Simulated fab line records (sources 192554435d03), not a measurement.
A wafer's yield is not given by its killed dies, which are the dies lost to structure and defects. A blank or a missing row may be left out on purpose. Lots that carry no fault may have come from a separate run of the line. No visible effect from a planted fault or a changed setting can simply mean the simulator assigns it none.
Which tool was responsible? ; flow n5Finfet ; 24 lots with 72 wafers sampled at 5 steps, on a route of 1938 steps

WHAT THE GAUGES READ, wafer by wafer
N5_BEOL_M1_OCD_MEAS_38.
lot;measured;on;trenchDepthNm (nm)
L074;day 6 11:22;ocd-01;53.1 56.0 52.6
L075;day 6 14:11;ocd-01;54.2 54.2 53.6
L076;day 6 14:22;ocd-02;55.9 53.9 56.1
L077;day 7 02:07;ocd-02;55.0 53.9 53.9
L078;day 7 09:56;ocd-02;54.0 53.4 53.4
L079;day 7 10:41;ocd-02;54.6 53.7 56.6
L080;day 7 16:23;ocd-01;56.3 57.1 55.2
L081;day 7 23:49;ocd-01;55.9 56.8 56.1
L082;day 8 08:17;ocd-01;54.3 56.1 55.8
L083;day 8 13:59;ocd-01;56.6 54.6 54.2
L084;day 8 14:01;ocd-01;56.5 56.2 55.8
L085;day 9 07:31;ocd-01;54.7 56.0 54.2
L086;day 9 08:35;ocd-02;53.6 54.8 55.3
L087;day 9 14:37;ocd-01;53.6 55.2 53.3
L088;day 9 15:28;ocd-01;53.9 54.4 54.6
L089;day 10 00:15;ocd-02;54.2 56.2 53.8
L090;day 10 07:28;ocd-02;56.3 54.4 56.1
L091;day 10 07:49;ocd-01;53.3 54.5 53.1
L093;day 11 00:50;ocd-02;53.8 53.7 53.7
L092;day 11 10:21;ocd-02;55.3 55.9 55.3
L094;day 11 22:56;ocd-02;55.4 54.5 54.4
L095;day 11 22:57;ocd-01;54.4 54.9 54.2
L096;day 12 01:59;ocd-02;53.9 55.0 53.1
L097;day 12 08:58;ocd-01;55.5 55.6 55.9

TOOL THAT RAN EACH LOT (tool first, then ch and the chambers of the sampled wafers, then the start)
lot;N5_BEOL_M0_CO_CAP_123;N5_BEOL_M1_ETCH_74;N5_BEOL_M1_ETCH_69;N5_BEOL_M1_STRIP_97
L074;cvdCo-01 ch 1,2, day 6 07:01;rieDiel-01 ch 0,1,3, day 6 08:28;rieDiel-03 ch 1,2,3, day 6 09:26;rieDiel-03 ch 2,3, day 6 11:22 or earlier
L075;cvdCo-01 ch 0,1, day 6 09:38;rieDiel-03 ch 0,1,2, day 6 11:22;rieDiel-03 ch 1,2, day 6 12:28;rieDiel-03 ch 0,1, day 6 14:11 or earlier
L076;cvdCo-01 ch 0,1, day 6 11:11;rieDiel-01 ch 0,1, day 6 12:44;rieDiel-01 ch 1,3, day 6 13:44;rieDiel-01 ch 1,2, day 6 14:22 or earlier
L077;cvdCo-01 ch 0,1,2, day 6 19:53;rieDiel-06 ch 0,2,3, day 6 22:26;rieDiel-03 ch 0,1, day 6 23:19;rieDiel-03 ch 0,1, day 7 02:07 or earlier
L078;cvdCo-02 ch 0,1,2, day 7 03:51;rieDiel-03 ch 0,2, day 7 05:43;rieDiel-01 ch 0,1,2, day 7 06:49;rieDiel-03 ch 2,3, day 7 09:56 or earlier
L079;cvdCo-01 ch 0,2, day 7 05:31;rieDiel-03 ch 0,2,3, day 7 06:29;rieDiel-06 ch 0,1,2, day 7 07:30;rieDiel-01 ch 0,1,2, day 7 10:41 or earlier
L080;cvdCo-02 ch 0,1,2, day 7 12:19;rieDiel-06 ch 0,2,3, day 7 14:10;rieDiel-01 ch 0,1,2, day 7 15:39;rieDiel-06 ch 0,1,3, day 7 16:23 or earlier
L081;cvdCo-01 ch 1,2, day 7 17:24;rieDiel-01 ch 0,3, day 7 19:40;rieDiel-06 ch 0,1,3, day 7 20:46;rieDiel-06 ch 0,3, day 7 23:49 or earlier
L082;cvdCo-01 ch 0,1,2, day 8 03:28;rieDiel-06 ch 2,3, day 8 06:16;rieDiel-06 ch 0,1,3, day 8 07:17;rieDiel-01 ch 0,1,3, day 8 08:17 or earlier
L083;cvdCo-01 ch 0,1,2, day 8 09:08;rieDiel-06 ch 0,1,2, day 8 11:40;rieDiel-01 ch 0,2,3, day 8 12:36;rieDiel-03 ch 0,3, day 8 13:59 or earlier
L084;cvdCo-01 ch 0,2, day 8 09:55;rieDiel-01 ch 0,2, day 8 11:48;rieDiel-01 ch 0,2,3, day 8 12:43;rieDiel-06 ch 0,2,3, day 8 14:01 or earlier
L085;cvdCo-02 ch 0,1,2, day 9 02:59;rieDiel-06 ch 0,1,2, day 9 04:16;rieDiel-06 ch 0,1,3, day 9 05:36;rieDiel-03 ch 2,3, day 9 07:31 or earlier
L086;cvdCo-02 ch 1,2, day 9 03:13;rieDiel-06 ch 0,1,3, day 9 06:05;rieDiel-03 ch 2,3, day 9 07:04;rieDiel-01 ch 1,2, day 9 08:35 or earlier
L087;cvdCo-02 ch 0,1,2, day 9 09:19;rieDiel-06 ch 0,1,3, day 9 11:47;rieDiel-03 ch 1,2,3, day 9 12:53;rieDiel-03 ch 1,2,3, day 9 14:37 or earlier
L088;cvdCo-02 ch 0,1,2, day 9 10:10;rieDiel-03 ch 0,2,3, day 9 12:08;rieDiel-06 ch 0,1,3, day 9 13:09;rieDiel-03 ch 0,1,2, day 9 15:28 or earlier
L089;cvdCo-01 ch 1,2, day 9 17:52;rieDiel-06 ch 0,3, day 9 19:49;rieDiel-03 ch 0,1,2, day 9 20:53;rieDiel-03 ch 0,2,3, day 10 00:15 or earlier
L090;cvdCo-01 ch 0,2, day 10 00:12;rieDiel-01 ch 1,2, day 10 01:47;rieDiel-01 ch 0,1, day 10 02:41;rieDiel-01 ch 0,1, day 10 07:28 or earlier
L091;cvdCo-02 ch 0,1, day 10 02:02;rieDiel-01 ch 0,1,2, day 10 03:34;rieDiel-03 ch 0,3, day 10 04:28;rieDiel-03 ch 0,2, day 10 07:49 or earlier
L093;cvdCo-02 ch 0,1, day 10 21:06;rieDiel-01 ch 1,2, day 10 23:07;rieDiel-06 ch 0,1,2, day 11 00:08;rieDiel-01 ch 0,2, day 11 00:50 or earlier
L092;cvdCo-01 ch 0,1, day 10 21:32;rieDiel-01 ch 1,3, day 10 23:20;rieDiel-06 ch 0,1, day 11 00:14;rieDiel-06 ch 0,1, day 11 10:21 or earlier
L094;cvdCo-02 ch 0,1,2, day 11 00:42;rieDiel-06 ch 0,1,2, day 11 01:52;rieDiel-06 ch 0,1,3, day 11 02:50;rieDiel-01 ch 0,2,3, day 11 22:56 or earlier
L095;cvdCo-01 ch 0, day 11 13:18;rieDiel-03 ch 0,2,3, day 11 17:01;rieDiel-03 ch 0,1, day 11 18:16;rieDiel-03 ch 1,2, day 11 22:57 or earlier
L096;cvdCo-01 ch 0,1, day 11 21:09;rieDiel-03 ch 0,2,3, day 11 22:57;rieDiel-01 ch 0,1,2, day 11 23:55;rieDiel-01 ch 0,1,2, day 12 01:59 or earlier
L097;cvdCo-02 ch 1,2, day 12 02:55;rieDiel-01 ch 1,3, day 12 06:00;rieDiel-03 ch 1,2, day 12 07:01;rieDiel-06 ch 1,3, day 12 08:58 or earlier
- N5_BEOL_M0_CO_CAP_123: material Co, precursor CCTBA/H2, target thk 2 nm, time 102.1 s.
- N5_BEOL_M1_ETCH_74: etches underlayer in N2/H2, target depth 6.5 nm, time 5.2 s.
- N5_BEOL_M1_ETCH_69: etches SiARC in CF4, target depth 15.6 nm, time 26 s.
- N5_BEOL_M1_STRIP_97: strips in N2/H2, time 10 s.

AS READ BY THE TOOLS THEMSELVES (means over the sampled wafers that have a number; for cases with no such wafer, the mark the record gives instead)
N5_BEOL_M0_CO_CAP_123.
lot;tool;heaterPowerW (W)
L074;cvdCo-01;239
L075;cvdCo-01;217
L076;cvdCo-01;223
L077;cvdCo-01;240
L078;cvdCo-02;254
L079;cvdCo-01;252
L080;cvdCo-02;253
L081;cvdCo-01;235
L082;cvdCo-01;235
L083;cvdCo-01;237
L084;cvdCo-01;235
L085;cvdCo-02;253
L086;cvdCo-02;254
L087;cvdCo-02;253
L088;cvdCo-02;251
L089;cvdCo-01;240
L090;cvdCo-01;231
L091;cvdCo-02;252
L093;cvdCo-02;251
L092;cvdCo-01;225
L094;cvdCo-02;256
L095;cvdCo-01;218
L096;cvdCo-01;217
L097;cvdCo-02;251

N5_BEOL_M1_ETCH_74.
lot;tool;drypumpMotorCurrentA (A);etchRfOnTimeS (s);oesProductAu (a.u.);rfVppV (V);showerheadPlenumPTorr (Torr);throttleValvePct (%)
L074;rieDiel-01;5.5;5.17;0.63;524;2.57;18.24
L075;rieDiel-03;6.3;5.31;0.61;525;2.57;18.04
L076;rieDiel-01;5.5;5.28;0.60;525;2.55;18.13
L077;rieDiel-06;6.0;5.00;0.65;520;2.43;17.82
L078;rieDiel-03;5.9;5.29;0.63;528;2.64;18.11
L079;rieDiel-03;5.9;5.30;0.63;525;2.59;17.92
L080;rieDiel-06;6.0;4.98;0.64;520;2.42;17.83
L081;rieDiel-01;5.4;5.27;0.63;524;2.57;18.37
L082;rieDiel-06;5.8;5.04;0.64;518;2.39;17.87
L083;rieDiel-06;6.2;5.21;0.66;524;2.54;17.90
L084;rieDiel-01;5.4;5.35;0.61;525;2.60;18.07
L085;rieDiel-06;6.2;5.17;0.66;523;2.54;17.90
L086;rieDiel-06;6.3;5.13;0.68;521;2.50;17.70
L087;rieDiel-06;6.3;5.15;0.68;521;2.50;17.70
L088;rieDiel-03;6.0;5.25;0.63;526;2.58;17.95
L089;rieDiel-06;6.1;4.94;0.66;519;2.38;17.65
L090;rieDiel-01;5.5;5.24;0.74;526;2.60;17.81
L091;rieDiel-01;5.5;5.32;0.66;525;2.58;17.97
L093;rieDiel-01;5.5;5.31;0.66;525;2.61;17.93
L092;rieDiel-01;5.5;5.18;0.73;525;2.57;17.97
L094;rieDiel-06;6.2;5.07;0.73;523;2.53;17.80
L095;rieDiel-03;6.0;5.27;0.61;525;2.57;17.97
L096;rieDiel-03;5.9;5.26;0.61;524;2.57;17.97
L097;rieDiel-01;5.4;5.20;0.68;525;2.57;18.28

N5_BEOL_M1_ETCH_69.
lot;tool;drypumpMotorCurrentA (A);etchRfOnTimeS (s);oesProductAu (a.u.);rfVppV (V);showerheadPlenumPTorr (Torr);throttleValvePct (%)
L074;rieDiel-03;6.3;26.4;0.63;183.2;2.12;15.70
L075;rieDiel-03;6.6;26.1;0.60;182.9;2.11;15.94
L076;rieDiel-01;5.5;25.2;0.63;184.8;2.19;16.02
L077;rieDiel-03;6.5;26.3;0.62;184.0;2.11;15.94
L078;rieDiel-01;5.5;26.2;0.61;184.3;2.18;15.90
L079;rieDiel-06;6.2;25.7;0.67;184.0;2.14;15.62
L080;rieDiel-01;5.5;26.3;0.61;184.2;2.18;15.90
L081;rieDiel-06;6.3;25.2;0.70;184.1;2.10;15.37
L082;rieDiel-06;6.3;25.6;0.69;183.7;2.10;15.38
L083;rieDiel-01;5.4;26.2;0.62;184.1;2.17;15.89
L084;rieDiel-01;5.5;26.4;0.62;184.4;2.17;15.89
L085;rieDiel-06;6.3;25.8;0.68;183.6;2.10;15.39
L086;rieDiel-03;6.1;27.1;0.60;183.7;2.17;15.73
L087;rieDiel-03;6.3;26.4;0.61;183.3;2.11;15.74
L088;rieDiel-06;6.3;25.4;0.69;183.1;2.10;15.40
L089;rieDiel-03;6.3;26.7;0.60;184.2;2.16;15.96
L090;rieDiel-01;5.5;25.9;0.74;184.4;2.17;15.71
L091;rieDiel-03;5.8;25.8;0.65;184.7;2.12;15.51
L093;rieDiel-06;6.2;25.4;0.73;183.8;2.13;15.51
L092;rieDiel-06;6.5;25.7;0.66;183.2;2.11;15.42
L094;rieDiel-06;6.3;25.3;0.67;183.2;2.09;15.42
L095;rieDiel-03;6.1;26.5;0.61;184.3;2.15;15.98
L096;rieDiel-01;5.5;26.2;0.65;184.8;2.17;15.79
L097;rieDiel-03;6.4;26.9;0.57;184.4;2.16;16.01

N5_BEOL_M1_STRIP_97.
lot;tool;drypumpMotorCurrentA (A);oesProductAu (a.u.);rfVppV (V);showerheadPlenumPTorr (Torr);throttleValvePct (%)
L074;rieDiel-03;6.1;0.74;58.8;2.58;23.5
L075;rieDiel-03;6.5;0.72;60.4;2.49;23.9
L076;rieDiel-01;5.5;0.71;59.7;2.60;23.8
L077;rieDiel-03;6.5;0.71;59.0;2.49;23.9
L078;rieDiel-03;6.1;0.74;59.3;2.58;23.5
L079;rieDiel-01;5.5;0.71;58.9;2.58;23.9
L080;rieDiel-06;6.3;0.81;59.1;2.50;23.5
L081;rieDiel-06;6.1;0.77;58.7;2.38;23.4
L082;rieDiel-01;5.5;0.72;59.5;2.56;24.1
L083;rieDiel-03;5.8;0.77;59.7;2.58;23.9
L084;rieDiel-06;6.0;0.75;58.7;2.42;23.6
L085;rieDiel-03;6.1;0.73;58.9;2.57;23.5
L086;rieDiel-01;5.5;0.89;59.5;2.60;23.5
L087;rieDiel-03;6.3;0.72;59.8;2.49;23.6
L088;rieDiel-03;6.3;0.71;59.4;2.55;23.8
L089;rieDiel-03;6.0;0.74;59.1;2.57;23.7
L090;rieDiel-01;5.5;0.84;59.7;2.55;23.6
L091;rieDiel-03;6.0;0.71;60.0;2.62;23.7
L093;rieDiel-01;5.4;0.70;59.0;2.59;23.9
L092;rieDiel-06;6.5;0.81;59.5;2.61;23.5
L094;rieDiel-01;5.4;0.71;59.6;2.57;24.1
L095;rieDiel-03;6.4;0.67;58.7;2.54;23.6
L096;rieDiel-01;5.5;0.77;58.7;2.57;23.7
L097;rieDiel-06;6.1;0.78;59.1;2.46;23.6

THE ANSWER, worked out from the rows above alone
Rule: what is usual is taken from the lots themselves. Put in order of their means at a reading, lots are off if they are a third of the lots or fewer, leave a main group of 4 or more, and stand apart from it by a gap of 3 or more times the standard deviation of the main group's means; of several such gaps the widest counts. The tables above print the reading to a certain number of digits; a main group whose means all agree to those digits is not used. Also off: a lot with no number at a reading for which 4 or more lots have one. The other lots that the step has rows for count as sound. First the gauges in route order, then the tools' own readings, where a lot's mean is used as printed above. The first step at which some lot is off is used, and at that step the reading that is off furthest; a lot without a number counts as furthest.
None of the lots is off at any reading shown; this tells nothing.

WHAT THE SIMULATOR PUT IN
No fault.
